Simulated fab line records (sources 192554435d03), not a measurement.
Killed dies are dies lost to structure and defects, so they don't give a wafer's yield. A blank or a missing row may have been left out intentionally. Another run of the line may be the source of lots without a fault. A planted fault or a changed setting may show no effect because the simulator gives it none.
fab line records | flow n5-finfet
record: lots: 12 wafers: 33 last-day: 18
route steps=1938 shown BEOL_M15@1774 PASSIVATION@1936
lots untouched by any fault: they come from a run of this same line in which no faults occurred
start-h: the number of hours between the record's first day and the start of the first shown wafer of the lot | wait-h: hours since the lot's step before | " repeats the value in the row above | L1.1+2: a row that stands for several wafers | - value missing, or start not given | * or withheld: withheld | < > ~ a bound
route shown NAME@n: names a module that has steps shown in the file, with the first one's number in the route | usual: mean and standard deviation over wafers with no fault | same: alike in all rows | chamber/n: place in a boat | sites: readings site by site | _std_site: their standard deviation | _edge_site: inner sites' mean taken away from outer sites' mean | radius-mm: how far each site lies from the wafer's centre | mask NAME#n: copy n | behind: the tool/chamber that last shaped the wafer | hold: reason for holding the lot/hours on hold/outcome of the hold | device: whichever transistor did not switch (one of n, p or np) | end of line: tests run on the same wafers once the route is complete | step lacking rows: just its recipe | killed: the dies lost at the first sort to structure and to defects; this is not the yield of the wafer | map: a wafer's dies, marking killed ones x, the rest . and places with no die _
set.NAME: the run value of the setting; set.NAME@STEP: its run value at that earlier step | model.NAME: the simulator's own value behind a step, which no gauge read
one table for each step of the route and one row for each wafer, over a sample of lots
services: the hour from which a tool's chamber was out of use, counted from the record's first day as start-h (under 0 if before that day), plus the number of hours and why
== steps ==
step: N5_BEOL_M15_THK_MEAS_01
recipe: reads: SiO2_of_BEOL_M15_ILD_DEP_00
usual: M15_ILD_THK: 1631/21
columns lot.wafer tool chamber start-h wait-h M15_ILD_THK[nm]
L596.4 film-metro-02 - 245.58 0.0 1632
L596.5 " - " " 1618
L596.6 " - " " 1646
L597.1 film-metro-01 - 255.87 0.1 1630
L597.2 " - " " 1653
L597.6 " - " " 1675
L599.2 film-metro-02 - 271.60 0.1 1623
L599.3 " - " " 1625
L599.6 " - " " 1667
L600.1 film-metro-01 - 279.74 0.1 1621
L600.3 " - " " 1597
L600.6 " - " " 1626
L601.3 film-metro-02 - 280.02 0.1 1628
L601.4 " - " " 1648
L601.6 " - " " 1652
L606.1 film-metro-02 - 320.37 0.1 1621
L606.3 " - " " 1598
L606.6 " - " " 1648
L609.2 film-metro-02 - 330.19 0.1 1626
L609.5 " - " " 1648
L609.6 " - " " 1635
L615.1 film-metro-02 - 364.63 0.1 1606
L615.5 " - " " 1666
L614.2 film-metro-01 - 369.35 0.1 1638
L614.6 " - " " 1656
L618.1 film-metro-01 - 387.50 0.2 1596
L618.2 " - " " 1608
L618.3 " - " " 1637
L617.1 film-metro-01 - 402.90 0.2 1621
L617.3 " - " " 1638
L619.2 film-metro-01 - 419.95 0.1 1593
L619.4 " - " " 1625
L619.6 " - " " 1619
step: N5_BEOL_M15_OVL_MEAS_11
recipe: points-per-wafer: 44
usual: V14_OVL: 2/7.6
same: points-per-wafer: 44
columns lot.wafer tool chamber start-h wait-h V14_OVL[nm]
L596.4 overlay-02 0 246.04 0.0 9
L596.5 " 0 " " -8
L596.6 " 0 " " 6
L597.1 overlay-01 0 256.21 0.0 -5
L597.2 " 0 " " -14
L597.6 " 0 " " -18
L599.2 overlay-02 0 271.94 0.0 -7
L599.3 " 0 " " -6
L599.6 " 0 " " -10
L600.1 overlay-01 0 280.10 0.0 2
L600.3 " 0 " " -2
L600.6 " 0 " " -1
L601.3 overlay-01 0 280.35 0.0 7
L601.4 " 0 " " 0
L601.6 " 0 " " -2
L606.1 overlay-02 0 320.83 0.0 -1
L606.3 " 0 " " -2
L606.6 " 0 " " 0
L609.2 overlay-01 0 330.52 0.0 13
L609.5 " 0 " " 15
L609.6 " 0 " " 15
L615.1 overlay-02 0 364.96 0.0 4
L615.5 " 0 " " 13
L614.2 overlay-01 0 369.81 0.0 23
L614.6 " 0 " " 17
L618.1 overlay-02 0 387.96 0.0 2
L618.2 " 0 " " 7
L618.3 " 0 " " 0
L617.1 overlay-01 0 403.24 0.0 -3
L617.3 " 0 " " -5
L619.2 overlay-02 0 420.41 0.0 -3
L619.4 " 0 " " -4
L619.6 " 0 " " -3
step: N5_BEOL_M15_INSPECT_12
recipe: mode: adi inspect-instrument: macro
usual: raw-defect-count: 2.5/1.6
columns lot.wafer tool chamber start-h wait-h raw-defect-count
L596.4 defect-inspect-02 - 246.07 0.0 4
L596.5 " - " " 3
L596.6 " - " " 1
L597.1 defect-inspect-01 - 256.23 0.0 4
L597.2 " - " " 2
L597.6 " - " " 1
L599.2 defect-inspect-01 - 271.96 0.0 4
L599.3 " - " " 3
L599.6 " - " " 1
L600.1 defect-inspect-02 - 280.12 0.0 2
L600.3 " - " " 3
L600.6 " - " " 1
L601.3 defect-inspect-01 - 280.37 0.0 5
L601.4 " - " " 4
L601.6 " - " " 2
L606.1 defect-inspect-02 - 320.85 0.0 4
L606.3 " - " " 3
L606.6 " - " " 5
L609.2 defect-inspect-02 - 330.54 0.0 1
L609.5 " - " " 0
L609.6 " - " " 2
L615.1 defect-inspect-02 - 364.99 0.0 1
L615.5 " - " " 1
L614.2 defect-inspect-02 - 369.83 0.0 4
L614.6 " - " " 1
L618.1 defect-inspect-02 - 387.98 0.0 4
L618.2 " - " " 4
L618.3 " - " " 3
L617.1 defect-inspect-01 - 403.26 0.0 0
L617.3 " - " " 4
L619.2 defect-inspect-01 - 420.43 0.0 3
L619.4 " - " " 5
L619.6 " - " " 2
step: N5_BEOL_M15_EXPOSE_25
recipe: mask-id: M15 na: 0.8 source-shape: annular sigma-inner: 0.5 sigma-outer: 0.8 polarization: unpolarized target-cd-nm: 400 dose-mj: 35.5
usual: exposure-dose-mJ-cm2: 35.65/0.22 stage-vel-mm-s: 499.97/0.28
columns lot.wafer tool chamber start-h wait-h mask exposure-dose-mJ-cm2 stage-vel-mm-s
L596.4 krf-scanner-02 0 247.39 - M15#0 35.50 500.01
L596.5 " 0 " " M15#0 35.45 499.79
L596.6 " 0 " " M15#0 35.45 499.99
L597.1 krf-scanner-02 0 257.59 - M15#0 35.47 500.00
L597.2 " 0 " " M15#0 35.52 500.44
L597.6 " 0 " " M15#0 35.51 500.15
L599.2 krf-scanner-02 0 273.35 - M15#0 35.52 499.54
L599.3 " 0 " " M15#0 35.52 499.91
L599.6 " 0 " " M15#0 35.52 499.66
L600.1 krf-scanner-02 0 281.40 - M15#0 35.47 500.33
L600.3 " 0 " " M15#0 35.47 499.88
L600.6 " 0 " " M15#0 35.51 499.67
L601.3 krf-scanner-01 0 282.04 - M15#0 35.48 499.73
L601.4 " 0 " " M15#0 35.50 499.95
L601.6 " 0 " " M15#0 35.52 499.95
L606.1 krf-scanner-01 0 322.35 - M15#0 35.93 500.05
L606.3 " 0 " " M15#0 35.93 500.04
L606.6 " 0 " " M15#0 35.88 499.66
L609.2 krf-scanner-01 0 332.19 - M15#0 35.96 500.15
L609.5 " 0 " " M15#0 35.99 500.32
L609.6 " 0 " " M15#0 35.95 499.85
L615.1 krf-scanner-02 0 366.22 - M15#0 40.73 500.21
L615.5 " 0 " " M15#0 40.73 500.05
L614.2 krf-scanner-02 0 371.31 - M15#0 39.69 499.84
L614.6 " 0 " " M15#0 39.71 500.13
L618.1 krf-scanner-01 0 389.69 - M15#0 35.94 500.06
L618.2 " 0 " " M15#0 35.96 499.93
L618.3 " 0 " " M15#0 35.92 500.27
L617.1 krf-scanner-01 0 404.90 - M15#0 36.00 500.12
L617.3 " 0 " " M15#0 35.98 500.53
L619.2 krf-scanner-01 0 421.91 - M15#0 35.96 499.74
L619.4 " 0 " " M15#0 35.99 499.67
L619.6 " 0 " " M15#0 35.99 499.50
step: N5_BEOL_M15_CD_MEAS_28
recipe: target-cd-nm: 407.6 landing-energy-ev: 500 detector: se-inlens
usual: cd-nm: 408.2/1.7
same: landing-energy-ev: 500
columns lot.wafer tool chamber start-h wait-h cd-nm
L596.4 cd-sem-02 0 247.55 - 408.3
L596.5 " 0 " " 409.1
L596.6 " 0 " " 409.5
L597.1 cd-sem-02 0 257.76 - 408.1
L597.2 " 0 " " 407.4
L597.6 " 0 " " 411.1
L599.2 cd-sem-01 0 273.52 - 406.0
L599.3 " 0 " " 408.7
L599.6 " 0 " " 407.1
L600.1 cd-sem-02 0 281.57 - 407.7
L600.3 " 0 " " 407.0
L600.6 " 0 " " 405.0
L601.3 cd-sem-03 0 282.20 - 407.2
L601.4 " 0 " " 410.9
L601.6 " 0 " " 408.1
L606.1 cd-sem-03 0 322.52 - 408.3
L606.3 " 0 " " 406.6
L606.6 " 0 " " 408.4
L609.2 cd-sem-02 0 332.35 - 409.0
L609.5 " 0 " " 410.0
L609.6 " 0 " " 409.9
L615.1 cd-sem-03 0 366.39 - 429.9
L615.5 " 0 " " 431.2
L614.2 cd-sem-02 0 371.47 - 427.6
L614.6 " 0 " " 425.3
L618.1 cd-sem-02 0 389.87 - 411.1
L618.2 " 0 " " 410.7
L618.3 " 0 " " 409.8
L617.1 cd-sem-01 0 405.07 - 406.3
L617.3 " 0 " " 405.8
L619.2 cd-sem-01 0 422.08 - 408.2
L619.4 " 0 " " 409.4
L619.6 " 0 " " 410.2
step: N5_PASSIVATION_PROBE_49
usual: defect-limited-yield: 91.4/1.5 killed_at_M0_to_M3: 35/11 killed_at_M4_up: 16/7 killed-at-contacts: 11/5.3 killed-at-front-end: 37/11 killed-at-other: 3.1/2.8 killed-dies: 102/18 killed-on-rim: 13/3.7 killed-open: 69/15 killed-short: 31/7.8 sort_bin_5_function: 5.1/1.1 sort_bin_6_memory: 3.2/0.69 sort-n-pass: 1078/18 sort-yield-pct: 91.4/1.5
same: gross-dies: 1180 killed-at-back-side: 0 sort_bin_4_leakage[%]: 0 sort_bin_8_speed[%]: 0
columns lot.wafer tool chamber start-h wait-h defect-limited-yield[%] killed_at_M0_to_M3 killed_at_M4_up killed-at-contacts killed-at-front-end killed-at-other killed-dies killed-on-rim killed-open killed-short sort_bin_5_function[%] sort_bin_6_memory[%] sort-n-pass sort-yield-pct[%]
L615.1 prober-02 - 382.42 0.0 89.9 37 18 11 51 2 119 16 83 36 5.8 4.2 1061 89.9
L615.5 prober-02 - 382.62 0.2 89.3 18 13 14 77 4 126 19 88 35 6.1 4.2 1054 89.3
killed by level:class
L615.1 STI_FIN_REVEAL:geometric-particle:open=18 MOL_CONTACT_COAG:geometric-particle:open=10 BEOL_M1:geometric-particle:open=10 BEOL_M4:geometric-particle:open=9 FIN_SAQP:geometric-particle:short=8 BEOL_M3:geometric-particle:open=8 FIN_SAQP:geometric-particle:open=6 BEOL_M0_SAQP:geometric-particle:short=5
L615.5 STI_FIN_REVEAL:geometric-particle:open=24 DUMMY_GATE:geometric-particle:open=13 MOL_CONTACT_COAG:geometric-particle:open=12 FIN_SAQP:geometric-particle:open=11 STI_FIN_REVEAL:geometric-particle:short=11 BEOL_M1:geometric-particle:open=6 FIN_SAQP:geometric-particle:short=5 BEOL_M4:geometric-particle:open=5
== services ==
columns tool chamber start-h hours kind
krf-scanner-02 0 225.75 - calibration
krf-scanner-01 - 272.11 3.6 pm
krf-scanner-01 - 277.12 1.3 pm
krf-scanner-02 - 279.21 1.0 pm
krf-scanner-01 - 286.15 - calibration
krf-scanner-01 - 299.65 1.0 pm
krf-scanner-01 0 319.86 - calibration
krf-scanner-02 - 361.94 0.8 pm
krf-scanner-02 0 389.85 - calibration
krf-scanner-02 - 395.09 1.3 pm
== key ==
first-sign: step: N5_BEOL_M15_EXPOSE_25 reading: exposure-dose-mJ-cm2 direction: up sigmas: 21 usual: 35.65 struck: 40.22
effect: step: N5_BEOL_M15_CD_MEAS_28 reading: cd-nm direction: up sigmas: 12 usual: 408.2 struck: 428.5 through: control-loop
met-at N5_BEOL_M15_EXPOSE_25
struck-lots L614,L615
loop-trim: step: N5_BEOL_M15_EXPOSE_25 setting: dose lots: L614
not-acting-at N5_BEOL_M15_THK_MEAS_01,N5_BEOL_M15_OVL_MEAS_11,N5_BEOL_M15_INSPECT_12
onset-between 281.40 366.22
fault: kind: process-parameter-drift tool: krf-scanner-02 chamber: - onset-h: 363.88 steps: N5_BEOL_M15_EXPOSE_25 channel: dose-mj offset: 5.225 shape: step acts-in: these-recipes-only stated: 35.5
loop-trim: a control loop set the setting to another value than it would have without faults
